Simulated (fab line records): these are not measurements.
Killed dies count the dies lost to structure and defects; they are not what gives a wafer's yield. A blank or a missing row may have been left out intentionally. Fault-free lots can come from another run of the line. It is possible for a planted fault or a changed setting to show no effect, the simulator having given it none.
Chamber matching | flow n5Finfet | N5_BEOL_M5_CVD_47 on cvdCo-02: 3 sister chambers
The step deposits Co from CCTBA/H2, target thk 3 nm, time 216 s. 6 wafers are shown with their chamber, then 7 later ones without.

## EACH WAFER AND ITS CHAMBER
wafer  | chamber | runLengthS (s)
L952.3 | 0       | 238.7
L953.1 | 1       | 239.4
L953.4 | 1       | 239.2
L953.5 | 2       | 239.8
L954.2 | 0       | 238.7
L954.4 | 2       | 239.9

## WAFERS WITH NO CHAMBER GIVEN
wafer  | runLengthS (s)
L954.6 | 239.2
L955.1 | 238.7
L955.5 | 239.8
L955.6 | 239.4
L956.1 | 238.8
L956.3 | 239.5
L956.5 | 239.0

## THE CHAMBER EACH PASSED THROUGH
wafer  | from the rows above     | in truth
L954.6 | 1                       | 1
L955.1 | 0                       | 0
L955.5 | 2                       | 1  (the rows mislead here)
L955.6 | 1                       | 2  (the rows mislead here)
L956.1 | 0                       | 0
L956.3 | can't be placed: 1 or 2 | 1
L956.5 | can't be placed: 0 or 1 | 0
Correct placement for 3 of the 7. From these rows, 2 cannot be placed; in 2 the true chamber is one of the candidates. Placed wrongly: 2.
How it was worked out, from the rows above alone: a wafer's distance from a chamber is the root of the sum, over the readings, of the square of ((its reading less the chamber's mean) divided by the reading's scatter). The wafer belongs to the nearest chamber; if the next one is less than 2 further off, it can't be placed. Each chamber's mean is taken over the wafers shown for it. The scatter: take each reading less its chamber's mean, square it, sum over the shown wafers, divide by the number of wafers less the number of chambers, and take the root.
